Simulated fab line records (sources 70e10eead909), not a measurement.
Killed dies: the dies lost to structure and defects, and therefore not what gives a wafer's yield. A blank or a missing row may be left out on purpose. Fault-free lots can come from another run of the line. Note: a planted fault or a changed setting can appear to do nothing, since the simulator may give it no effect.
fab line records	flow nand-harc
record: lots: 24	wafers: 72	last-day: 34
route steps=1302 shown A_M0@1161 A_M1@1191 A_BONDPAD@1222 THIN_TSV@1259
lots that met no fault: from a run of the same line without faults
start-h: hours from the record's first day to the start of the lot's first wafer shown	wait-h: hours from the lot's prior step to this one	" repeats the value in the row above	L1.1+2: several wafers, shown together as one row	- no value, or no start given	* or withheld: withheld	< > ~ a bound
route shown NAME@n: a module of which the file shows steps, and the number in the route of the first	usual: the fault-free wafers' mean and standard deviation	same: alike in all rows	chamber/n: place in a boat	sites: the reading at each site	_std_site: their standard deviation	_edge_site: mean of outer sites minus mean of inner sites	radius-mm: how far each site lies from the wafer's centre	mask NAME#n: copy n	behind: the most recent tool/chamber to have shaped the wafer	hold: the reason the lot was held/the length of the hold in hours/how it ended	device: which transistor (n, p or np) failed to switch	end of line: at the end of the route, the tests of the same wafers	a step without rows: its recipe alone	killed: the dies lost at the first sort to structure and to defects; this is not the yield of the wafer	map: shows each die of a wafer: x if killed, . if not, _ if none is there
set.NAME: the setting as run; set.NAME@STEP: as run at that earlier step	model.NAME: the simulator's own value behind a step, which no gauge read
a sample of lots followed through the steps of the route, with each step as a table and each wafer as a row
services: when a tool's chamber went out of use (start-h, in hours from the record's first day, below 0 if earlier), for how many hours, and the reason
== steps ==
step: NHARC_A_M0_ANNEAL_30
recipe: temp-c: 225	time-s: 90
usual: anneal-temp-c-max: 226.1/0.31	wafer_temp_C_max: 226.02/0.24
lot.wafer	tool	chamber	start-h	wait-h	anneal-temp-c-max	wafer_temp_C_max
L075.1	rtp-anneal-01	0	533.48	-	226.6	225.74
L075.2	"	0	"	"	225.9	225.53
L075.5	"	0	"	"	227.0	226.02
L074.3	rtp-anneal-01	0	536.49	0.4	226.1	225.98
L074.5	"	0	"	"	226.1	226.35
L074.6	"	0	"	"	225.9	225.86
L076.2	rtp-anneal-01	0	541.99	-	226.5	226.03
L076.5	"	0	"	"	226.0	226.18
L076.6	"	0	"	"	226.0	226.31
L078.1	rtp-anneal-01	0	544.98	-	226.1	226.11
L078.5	"	0	"	"	226.0	225.94
L078.6	"	0	"	"	226.2	226.19
L077.2	rtp-anneal-02	0	552.69	0.4	225.9	225.99
L077.3	"	0	"	"	225.9	225.94
L077.5	"	0	"	"	225.9	226.00
L079.1	rtp-anneal-02	0	584.47	-	226.3	226.08
L079.5	"	0	"	"	226.3	226.32
L079.6	"	0	"	"	226.0	225.53
L080.2	rtp-anneal-02	0	587.85	0.4	225.9	226.21
L080.3	"	0	"	"	225.8	225.57
L080.5	"	0	"	"	226.2	225.87
L081.2	rtp-anneal-01	0	591.57	0.4	226.3	225.96
L081.3	"	0	"	"	226.2	225.96
L081.4	"	0	"	"	226.3	225.59
L082.1	rtp-anneal-02	0	624.34	0.3	226.1	225.74
L082.2	"	0	"	"	225.9	225.96
L082.4	"	0	"	"	225.9	226.07
L084.1	rtp-anneal-01	0	624.93	0.3	226.6	226.28
L084.2	"	0	"	"	226.2	226.26
L084.6	"	0	"	"	226.2	226.64
L083.1	rtp-anneal-02	0	626.21	-	225.7	226.08
L083.2	"	0	"	"	225.6	225.84
L083.3	"	0	"	"	225.8	226.11
L085.2	rtp-anneal-01	0	642.67	-	226.7	225.65
L085.3	"	0	"	"	226.0	225.95
L085.6	"	0	"	"	226.5	226.29
L086.1	rtp-anneal-02	0	644.32	0.3	226.1	225.80
L086.2	"	0	"	"	226.2	226.36
L086.5	"	0	"	"	225.6	226.07
L087.1	rtp-anneal-01	0	656.19	0.3	226.6	226.22
L087.3	"	0	"	"	226.4	225.82
L087.6	"	0	"	"	226.3	225.81
L089.2	rtp-anneal-02	0	668.63	-	225.7	226.03
L089.5	"	0	"	"	225.9	225.72
L089.6	"	0	"	"	225.6	226.02
L088.2	rtp-anneal-02	0	673.26	0.4	226.1	225.95
L088.3	"	0	"	"	225.9	225.96
L088.5	"	0	"	"	225.6	226.00
L092.1	rtp-anneal-01	0	704.75	0.3	226.5	225.83
L092.2	"	0	"	"	225.9	225.92
L092.4	"	0	"	"	226.1	225.99
L090.2	rtp-anneal-01	0	708.76	-	226.5	226.15
L090.5	"	0	"	"	226.3	226.16
L090.6	"	0	"	"	226.2	226.39
L091.2	rtp-anneal-02	0	713.29	-	226.0	226.13
L091.4	"	0	"	"	226.2	226.07
L091.6	"	0	"	"	226.1	226.01
L095.2	rtp-anneal-02	0	722.10	0.4	225.6	226.02
L095.5	"	0	"	"	226.4	226.05
L095.6	"	0	"	"	225.6	225.79
L093.1	rtp-anneal-02	0	728.03	0.3	225.7	225.52
L093.4	"	0	"	"	225.7	225.90
L093.6	"	0	"	"	225.7	225.80
L094.1	rtp-anneal-02	0	728.73	0.4	225.6	225.96
L094.4	"	0	"	"	225.6	226.10
L094.5	"	0	"	"	225.6	226.37
L096.1	rtp-anneal-01	0	748.27	-	226.2	225.73
L096.3	"	0	"	"	226.6	226.14
L096.4	"	0	"	"	226.1	226.29
L097.1	rtp-anneal-02	0	766.55	-	225.7	225.78
L097.2	"	0	"	"	225.7	226.20
L097.5	"	0	"	"	225.5	225.99
step: NHARC_A_M0_CMP_23
recipe: t-overpolish-s: 20	target-thk-nm: 113.75
usual: motor-current-A: 12.1/1.5	slurry-filter-dp-kPa: 13.49/0.15	time-to-endpoint-s: 28.0/2.5
lot.wafer	tool	chamber	start-h	wait-h	motor-current-A	slurry-filter-dp-kPa	time-to-endpoint-s
L075.1	cmp-04	0	533.86	-	13.6	13.29	30.0
L075.2	"	2	"	"	12.8	13.61	23.6
L075.5	"	0	"	"	13.0	13.70	30.0
L074.3	cmp-01	2	536.76	-	10.6	13.42	25.9
L074.6	"	1	"	"	13.9	13.36	28.2
L074.5	"	2	"	"	9.5	13.29	26.0
L076.2	cmp-01	2	542.59	-	10.0	13.51	28.9
L076.5	"	1	"	"	13.8	13.43	27.3
L076.6	"	2	"	"	10.4	13.46	27.6
L078.1	cmp-04	3	545.36	-	10.5	13.42	27.5
L078.5	"	2	"	"	12.8	13.69	23.8
L078.6	"	3	"	"	9.7	13.66	28.8
L077.3	cmp-04	3	553.04	-	10.7	13.68	28.4
L077.2	"	0	"	"	13.3	13.52	27.0
L077.5	"	1	"	"	11.2	13.46	28.7
L079.1	cmp-01	1	584.86	-	13.4	13.51	27.7
L079.5	"	3	"	"	14.6	13.68	30.2
L079.6	"	0	"	"	13.1	13.53	30.6
L080.3	cmp-04	2	588.14	-	12.3	13.42	25.7
L080.2	"	3	"	"	10.2	13.38	28.8
L080.5	"	3	"	"	10.1	13.53	31.4
L081.2	cmp-01	3	591.87	-	13.7	13.56	29.1
L081.4	"	1	"	"	13.8	13.37	29.7
L081.3	"	2	"	"	10.0	13.61	30.0
L082.1	cmp-01	0	624.69	-	12.9	13.58	29.3
L082.4	"	1	"	"	13.4	13.71	28.7
L082.2	"	2	"	"	10.9	13.64	26.3
L084.2	cmp-03	1	625.28	-	11.3	13.22	26.5
L084.1	"	0	"	"	10.3	13.37	27.5
L084.6	"	1	"	"	10.4	13.50	29.5
L083.3	cmp-01	0	626.54	-	13.0	13.21	31.0
L083.1	"	2	"	"	10.3	13.54	27.2
L083.2	"	3	"	"	14.9	13.46	29.6
L085.3	cmp-04	0	642.97	-	13.8	13.80	28.6
L085.2	"	3	"	"	10.6	13.35	25.0
L085.6	"	0	"	"	13.4	13.69	27.4
L086.2	cmp-01	1	644.66	-	14.1	13.62	33.2
L086.1	"	0	"	"	13.1	13.35	33.2
L086.5	"	2	"	"	10.5	13.42	30.7
L087.3	cmp-01	2	656.54	-	10.2	13.62	27.9
L087.1	"	0	"	"	13.3	13.46	34.1
L087.6	"	3	"	"	15.3	13.58	31.1
L089.2	cmp-04	2	668.95	-	12.6	13.37	21.7
L089.6	"	1	"	"	11.1	13.64	29.3
L089.5	"	2	"	"	12.8	13.57	22.8
L088.2	cmp-03	2	673.59	-	11.3	13.31	25.6
L088.3	"	0	"	"	10.5	13.36	25.9
L088.5	"	2	"	"	11.0	13.39	25.5
L092.1	cmp-04	1	705.12	-	11.2	13.55	28.8
L092.2	"	2	"	"	13.0	13.63	25.8
L092.4	"	3	"	"	10.3	13.25	30.0
L090.2	cmp-03	3	709.08	-	11.0	13.43	30.2
L090.5	"	2	"	"	11.2	13.33	28.7
L090.6	"	3	"	"	10.7	13.68	29.6
L091.2	cmp-01	2	713.59	-	10.6	13.54	26.7
L091.4	"	0	"	"	13.5	13.65	29.5
L091.6	"	3	"	"	14.7	13.72	28.5
L095.2	cmp-03	1	722.42	-	10.8	13.44	28.4
L095.6	"	0	"	"	10.7	13.30	28.8
L095.5	"	1	"	"	11.0	13.58	29.2
L093.1	cmp-03	2	728.38	-	11.0	13.72	29.0
L093.4	"	0	"	"	10.8	13.92	31.2
L093.6	"	2	"	"	11.2	13.44	30.3
L094.1	cmp-04	1	729.11	-	11.7	13.41	25.8
L094.4	"	2	"	"	13.1	13.36	20.6
L094.5	"	1	"	"	11.2	13.65	24.8
L096.1	cmp-01	2	752.51	-	10.0	13.52	24.5
L096.4	"	3	"	"	14.6	13.53	26.2
L096.3	"	0	"	"	13.0	13.44	27.4
L097.2	cmp-01	2	766.96	-	10.7	13.40	22.3
L097.1	"	3	"	"	14.7	13.50	29.2
L097.5	"	1	"	"	13.3	13.48	24.6
step: NHARC_A_M1_PVD_20
recipe: target-thk-a: 50	bias-v: 168.6	power-w: 15000	chamber-pressure-pa: 0.12	time-s: 8.06	substrate-temp-c: 50	material: TaN
usual: throttle-valve-pct: 29.7/0.98
lot.wafer	tool	chamber	start-h	wait-h	throttle-valve-pct
L075.1	pvd-sputter-03	-	-	-	29.9
L075.2	"	-	"	"	30.5
L075.5	"	-	"	"	29.1
L074.3	pvd-sputter-02	-	-	-	30.3
L074.5	"	-	"	"	28.0
L074.6	"	-	"	"	29.8
L076.2	pvd-sputter-02	-	-	-	29.6
L076.6	"	-	"	"	29.9
L076.5	"	-	"	"	29.5
L078.1	pvd-sputter-02	-	-	-	29.2
L078.5	"	-	"	"	30.0
L078.6	"	-	"	"	29.0
L077.3	pvd-sputter-02	-	-	-	27.9
L077.2	"	-	"	"	30.0
L077.5	"	-	"	"	29.6
L079.1	pvd-sputter-02	-	-	-	29.2
L079.6	"	-	"	"	30.1
L079.5	"	-	"	"	29.1
L080.3	pvd-sputter-02	-	-	-	29.2
L080.2	"	-	"	"	29.9
L080.5	"	-	"	"	29.6
L081.4	pvd-sputter-02	-	-	-	27.8
L081.2	"	-	"	"	30.0
L081.3	"	-	"	"	29.2
L082.2	pvd-sputter-01	-	-	-	30.3
L082.1	"	-	"	"	30.4
L082.4	"	-	"	"	30.8
L084.1	pvd-sputter-03	-	-	-	30.8
L084.2	"	-	"	"	29.6
L084.6	"	-	"	"	30.6
L083.2	pvd-sputter-02	-	-	-	29.5
L083.3	"	-	"	"	27.6
L083.1	"	-	"	"	29.6
L085.3	pvd-sputter-01	-	-	-	30.8
L085.2	"	-	"	"	30.3
L085.6	"	-	"	"	30.5
L086.2	pvd-sputter-01	-	-	-	30.3
L086.1	"	-	"	"	30.5
L086.5	"	-	"	"	30.6
L087.3	pvd-sputter-03	-	-	-	30.2
L087.1	"	-	"	"	29.7
L087.6	"	-	"	"	30.8
L089.2	pvd-sputter-03	-	-	-	29.0
L089.6	"	-	"	"	31.3
L089.5	"	-	"	"	29.9
L088.3	pvd-sputter-03	-	-	-	30.5
L088.2	"	-	"	"	30.9
L088.5	"	-	"	"	30.9
L092.1	pvd-sputter-02	-	-	-	29.7
L092.2	"	-	"	"	29.8
L092.4	"	-	"	"	28.4
L090.2	pvd-sputter-01	-	-	-	30.5
L090.6	"	-	"	"	30.3
L090.5	"	-	"	"	30.4
L091.2	pvd-sputter-03	-	-	-	28.8
L091.4	"	-	"	"	32.0
L091.6	"	-	"	"	31.7
L095.2	pvd-sputter-03	-	-	-	32.2
L095.5	"	-	"	"	32.0
L095.6	"	-	"	"	28.7
L093.1	pvd-sputter-02	-	-	-	28.1
L093.4	"	-	"	"	29.5
L093.6	"	-	"	"	28.5
L094.4	pvd-sputter-02	-	-	-	30.0
L094.1	"	-	"	"	29.1
L094.5	"	-	"	"	28.3
L096.1	pvd-sputter-02	-	-	-	29.2
L096.4	"	-	"	"	29.7
L096.3	"	-	"	"	29.6
L097.2	pvd-sputter-02	-	-	-	29.1
L097.1	"	-	"	"	29.6
L097.5	"	-	"	"	28.1
step: NHARC_A_M1_DEP_33
recipe: target-thk-a: 300	temp-c: 370	target-thk-nm: 30	pressure-torr: 3	flow-sccm: 200	rf-w: 450	material: SiCN
usual: heater-power-w: 627/84
lot.wafer	tool	chamber	start-h	wait-h	heater-power-w
L075.2	pecvd-02	0	538.70	0.1	649
L075.1	"	2	"	"	720
L075.5	"	0	"	"	655
L074.3	pecvd-02	1	541.51	0.1	643
L074.6	"	2	"	"	793
L074.5	"	1	"	"	666
L076.2	pecvd-04	0	547.38	0.1	598
L076.5	"	2	"	"	622
L076.6	"	1	"	"	657
L078.1	pecvd-04	2	550.17	0.1	639
L078.5	"	0	"	"	600
L078.6	"	2	"	"	631
L077.3	pecvd-04	0	557.75	0.1	688
L077.2	"	1	"	"	638
L077.5	"	0	"	"	710
L079.1	pecvd-03	0	589.96	0.1	443
L079.5	"	1	"	"	676
L079.6	"	2	"	"	448
L080.3	pecvd-04	0	593.23	0.1	634
L080.2	"	2	"	"	684
L080.5	"	2	"	"	693
L081.3	pecvd-03	2	596.65	0.1	474
L081.2	"	0	"	"	501
L081.4	"	2	"	"	489
L082.2	pecvd-03	1	629.50	0.1	684
L082.1	"	2	"	"	503
L082.4	"	2	"	"	495
L084.1	pecvd-04	1	630.06	0.1	696
L084.2	"	2	"	"	631
L084.6	"	2	"	"	651
L083.1	pecvd-03	0	631.29	0.1	533
L083.2	"	1	"	"	584
L083.3	"	2	"	"	495
L085.2	pecvd-04	0	647.79	0.1	707
L085.3	"	1	"	"	707
L085.6	"	1	"	"	694
L086.1	pecvd-04	0	649.42	0.1	689
L086.2	"	1	"	"	648
L086.5	"	0	"	"	695
L087.1	pecvd-02	2	661.36	0.1	783
L087.3	"	1	"	"	576
L087.6	"	2	"	"	782
L089.2	pecvd-02	0	673.82	0.1	578
L089.5	"	1	"	"	673
L089.6	"	0	"	"	591
L088.2	pecvd-04	2	678.20	0.1	715
L088.3	"	0	"	"	657
L088.5	"	2	"	"	709
L092.1	pecvd-03	2	709.74	0.1	424
L092.2	"	0	"	"	476
L092.4	"	2	"	"	430
L090.2	pecvd-04	1	713.92	0.1	625
L090.5	"	2	"	"	714
L090.6	"	0	"	"	662
L091.2	pecvd-04	0	718.41	0.1	621
L091.4	"	0	"	"	650
L091.6	"	1	"	"	648
L095.2	pecvd-04	0	727.59	0.1	624
L095.6	"	2	"	"	676
L095.5	"	1	"	"	625
L093.1	pecvd-04	0	733.54	0.1	592
L093.6	"	2	"	"	593
L093.4	"	0	"	"	596
L094.1	pecvd-04	2	734.34	0.1	609
L094.4	"	0	"	"	665
L094.5	"	2	"	"	620
L096.1	pecvd-02	2	758.16	0.1	784
L096.3	"	1	"	"	674
L096.4	"	2	"	"	786
L097.1	pecvd-03	0	771.54	0.1	479
L097.2	"	2	"	"	436
L097.5	"	1	"	"	661
step: NHARC_A_BONDPAD_STRIP_15
recipe: o2-flow-sccm: 500	ar-flow-sccm: 0	bias-w: 0	chemistry: O2
usual: drypump-motor-current-A: 5.7/0.55	oes-product-au: 1.000/0.0097	rf-vpp-V: 57.9/0.94	showerhead-plenum-p-Torr: 3.56/0.16	throttle-valve-pct: 17.036/0.0094
lot.wafer	tool	chamber	start-h	wait-h	drypump-motor-current-A	oes-product-au	rf-hours-counter-h	rf-vpp-V	showerhead-plenum-p-Torr	throttle-valve-pct
L075.2	rie-diel-05	3	541.13	0.1	5.2	1.012	34	57.1	3.60	17.051
L075.1	"	2	"	"	6.5	0.988	42	57.5	3.28	17.034
L075.5	"	0	"	"	5.6	1.001	-	58.3	3.76	17.036
L074.3	rie-diel-08	1	543.84	0.1	6.0	0.995	4	57.1	3.63	17.038
L074.6	"	3	"	"	6.6	1.014	-	57.2	3.43	17.043
L074.5	"	0	"	"	6.1	1.006	-	57.3	3.34	17.036
L076.2	rie-diel-03	3	549.75	0.1	5.6	0.998	14	58.5	3.63	17.037
L076.6	"	1	"	"	5.3	0.997	-	56.9	3.28	17.022
L076.5	"	2	"	"	5.2	1.009	-	59.2	3.69	17.037
L078.1	rie-diel-03	0	552.46	0.1	5.7	0.983	15	59.1	3.68	17.036
L078.5	"	0	"	"	5.7	0.997	-	57.7	3.68	17.033
L078.6	"	1	"	"	5.3	0.988	-	56.2	3.28	17.019
L077.2	rie-diel-08	2	560.18	0.1	4.7	1.002	0	57.2	3.71	17.059
L077.3	"	0	"	"	6.1	1.015	1	57.6	3.34	17.012
L077.5	"	0	"	"	6.1	1.013	-	57.4	3.34	17.033
L079.1	rie-diel-03	1	592.56	0.1	5.3	0.989	20	57.0	3.27	17.025
L079.5	"	2	"	"	5.2	1.018	-	59.5	3.69	17.026
L079.6	"	3	"	"	5.7	0.988	-	58.1	3.62	17.028
L080.2	rie-diel-03	0	595.49	0.1	5.7	0.991	23	57.7	3.67	17.038
L080.3	"	1	"	"	5.3	0.988	20	56.6	3.28	17.037
L080.5	"	0	"	"	5.7	1.000	-	59.1	3.67	17.045
L081.4	rie-diel-08	1	599.04	0.1	6.0	1.006	1	59.2	3.63	17.041
L081.2	"	2	"	"	4.7	1.003	1	58.1	3.71	17.041
L081.3	"	3	"	"	6.6	0.999	1	56.1	3.43	17.039
L082.1	rie-diel-08	1	631.85	0.1	6.0	0.989	2	56.8	3.63	17.021
L082.4	"	3	"	"	6.6	1.001	1	57.0	3.43	17.037
L082.2	"	0	"	"	6.1	1.010	2	56.9	3.34	17.030
L084.1	rie-diel-08	0	632.43	0.1	6.1	1.009	2	57.8	3.34	17.027
L084.2	"	2	"	"	4.7	1.000	1	58.8	3.71	17.040
L084.6	"	0	"	"	6.1	1.022	-	56.5	3.34	17.063
L083.1	rie-diel-03	1	633.67	0.1	5.3	0.995	28	56.8	3.27	17.024
L083.2	"	3	"	"	5.7	0.982	31	57.3	3.62	17.045
L083.3	"	0	"	"	5.7	0.998	31	58.3	3.67	17.043
L085.3	rie-diel-08	0	650.24	0.1	6.1	1.004	2	56.9	3.34	17.065
L085.2	"	2	"	"	4.8	0.993	2	58.2	3.71	17.048
L085.6	"	3	"	"	6.6	1.006	-	57.7	3.43	17.028
L086.1	rie-diel-08	2	651.84	0.1	4.7	0.998	2	57.6	3.71	17.045
L086.2	"	3	"	"	6.6	0.995	2	57.4	3.43	17.027
L086.5	"	0	"	"	6.1	1.007	-	58.2	3.34	17.038
L087.3	rie-diel-03	0	663.63	0.1	5.7	0.991	3	58.5	3.66	17.033
L087.1	"	1	"	"	5.3	1.015	4	58.7	3.81	17.027
L087.6	"	3	"	"	5.7	0.998	-	57.8	3.62	17.054
L089.2	rie-diel-03	3	676.31	0.1	5.7	1.001	5	57.3	3.62	17.034
L089.5	"	0	"	"	5.7	0.982	-	58.1	3.66	17.036
L089.6	"	1	"	"	5.3	1.014	-	59.4	3.80	17.040
L088.2	rie-diel-08	2	680.59	0.1	4.7	0.991	2	58.9	3.71	17.054
L088.3	"	3	"	"	6.6	0.993	2	58.6	3.43	17.029
L088.5	"	2	"	"	4.7	0.994	-	57.9	3.71	17.032
L092.4	rie-diel-08	0	711.99	0.1	6.1	1.003	4	56.8	3.34	17.043
L092.1	"	1	"	"	6.0	0.993	3	57.7	3.63	17.031
L092.2	"	2	"	"	4.7	0.995	3	57.6	3.71	17.030
L090.2	rie-diel-08	0	716.26	0.1	6.1	1.015	4	57.3	3.34	17.033
L090.5	"	3	"	"	6.6	1.001	-	57.9	3.43	17.043
L090.6	"	0	"	"	6.1	1.016	-	56.3	3.34	17.033
L091.2	rie-diel-03	0	720.86	0.1	5.7	0.987	14	57.1	3.66	17.028
L091.4	"	1	"	"	5.3	1.007	-	58.4	3.80	17.029
L091.6	"	3	"	"	5.7	0.990	-	57.4	3.61	17.029
L095.2	rie-diel-05	1	729.87	0.1	5.3	1.012	48	56.7	3.31	17.033
L095.5	"	2	"	"	6.5	0.990	-	59.9	3.78	17.034
L095.6	"	3	"	"	5.2	1.006	-	57.0	3.58	17.036
L093.4	rie-diel-08	2	735.91	0.1	4.7	1.004	0	58.2	3.71	17.030
L093.1	"	1	"	"	6.0	1.013	0	59.0	3.63	17.031
L093.6	"	2	"	"	4.7	1.004	-	58.5	3.71	17.018
L094.4	rie-diel-03	3	736.65	0.1	5.7	0.989	15	58.4	3.61	17.045
L094.1	"	1	"	"	5.3	1.006	15	58.5	3.80	17.031
L094.5	"	2	"	"	5.2	0.992	-	57.4	3.68	17.046
L096.4	rie-diel-08	0	760.57	0.1	6.1	1.007	1	57.6	3.34	17.035
L096.1	"	1	"	"	6.0	1.000	1	57.8	3.63	17.030
L096.3	"	2	"	"	4.8	1.001	1	58.4	3.71	17.025
L097.1	rie-diel-08	0	773.96	0.1	6.1	1.012	1	57.8	3.34	17.034
L097.2	"	1	"	"	6.0	1.008	1	59.9	3.63	17.030
L097.5	"	2	"	"	4.8	1.006	-	58.2	3.71	17.035
step: NHARC_THIN_TSV_CD_MEAS_12
recipe: target-cd-nm: 1000	landing-energy-ev: 500
usual: cd-nm: 999.0/1.9
lot.wafer	tool	chamber	start-h	wait-h	cd-nm
L074.3	cd-sem-01	0	555.45	-	998.4
L074.5	"	0	"	"	1000.4
L074.6	"	0	"	"	998.6
L075.1	cd-sem-03	0	556.79	-	1000.7
L075.2	"	0	"	"	999.5
L075.5	"	0	"	"	999.3
L076.2	cd-sem-03	0	564.07	-	1001.3
L076.5	"	0	"	"	999.5
L076.6	"	0	"	"	996.7
L078.1	cd-sem-02	0	565.27	-	1002.1
L078.5	"	0	"	"	997.4
L078.6	"	0	"	"	1000.2
L077.2	cd-sem-02	0	576.37	-	997.1
L077.3	"	0	"	"	1002.0
L077.5	"	0	"	"	1001.1
L080.2	cd-sem-03	0	609.53	-	1000.5
L080.3	"	0	"	"	997.7
L080.5	"	0	"	"	1000.3
L079.1	cd-sem-01	0	610.83	-	997.9
L079.5	"	0	"	"	999.5
L079.6	"	0	"	"	1001.2
L081.2	cd-sem-02	0	613.95	-	998.1
L081.3	"	0	"	"	998.6
L081.4	"	0	"	"	1000.4
L082.1	cd-sem-03	0	645.85	-	998.3
L082.2	"	0	"	"	999.7
L082.4	"	0	"	"	997.2
L084.1	cd-sem-03	0	647.05	-	996.8
L084.2	"	0	"	"	999.7
L084.6	"	0	"	"	995.4
L083.1	cd-sem-03	0	648.39	-	1002.4
L083.2	"	0	"	"	997.7
L083.3	"	0	"	"	999.9
L085.2	cd-sem-01	0	665.64	-	1000.3
L085.3	"	0	"	"	997.3
L085.6	"	0	"	"	997.5
L086.1	cd-sem-02	0	666.84	-	1002.8
L086.2	"	0	"	"	999.3
L086.5	"	0	"	"	1002.7
L087.1	cd-sem-01	0	677.86	-	998.3
L087.3	"	0	"	"	999.2
L087.6	"	0	"	"	994.8
L089.2	cd-sem-03	0	691.82	-	998.9
L089.5	"	0	"	"	995.8
L089.6	"	0	"	"	994.3
L088.2	cd-sem-03	0	693.15	-	995.6
L088.3	"	0	"	"	1000.3
L088.5	"	0	"	"	998.5
L092.1	cd-sem-01	0	727.48	-	999.5
L092.2	"	0	"	"	999.9
L092.4	"	0	"	"	1003.3
L090.2	cd-sem-01	0	751.51	-	997.7
L090.5	"	0	"	"	998.1
L090.6	"	0	"	"	999.1
L091.2	cd-sem-02	0	752.79	-	999.5
L091.4	"	0	"	"	1000.4
L091.6	"	0	"	"	998.5
L095.2	cd-sem-01	0	754.02	-	1000.3
L095.5	"	0	"	"	1002.1
L095.6	"	0	"	"	1000.1
L093.1	cd-sem-01	0	756.32	-	997.8
L093.4	"	0	"	"	1000.3
L093.6	"	0	"	"	1000.1
L094.1	cd-sem-02	0	757.48	-	997.1
L094.4	"	0	"	"	997.4
L094.5	"	0	"	"	999.0
L096.1	cd-sem-01	0	774.90	-	997.9
L096.3	"	0	"	"	999.1
L096.4	"	0	"	"	996.6
L097.1	cd-sem-02	0	788.11	-	996.3
L097.2	"	0	"	"	998.6
L097.5	"	0	"	"	999.1
== services ==
tool	chamber	start-h	hours	kind
cmp-04	-	525.26	4.0	pm
rie-diel-08	-	544.80	9.0	pm
rie-diel-08	3	558.32	8.6	repair
cmp-04	-	571.91	1.6	repair
cmp-01	-	577.59	4.0	pm
rie-diel-03	-	588.78	0.5	repair
cmp-04	-	598.61	6.1	repair
cmp-04	-	623.26	4.0	pm
cmp-01	-	631.02	3.9	repair
pecvd-04	-	631.35	13.0	pm
pvd-sputter-02	-	638.00	10.0	pm
rie-diel-08	0	654.98	3.4	repair
cmp-01	-	664.22	1.6	repair
rie-diel-08	2	665.65	10.4	repair
cmp-01	-	675.59	4.0	pm
pvd-sputter-02	-	692.67	0.5	repair
cmp-01	-	698.99	1.7	repair
cmp-04	-	700.15	2.2	repair
cmp-04	-	715.63	3.7	repair
rie-diel-03	2	716.99	10.6	repair
rie-diel-08	-	721.80	9.0	pm
rtp-anneal-01	-	727.39	6.3	repair
rtp-anneal-02	-	744.00	12.0	pm
cmp-01	-	773.59	4.0	pm
== key ==
fault none
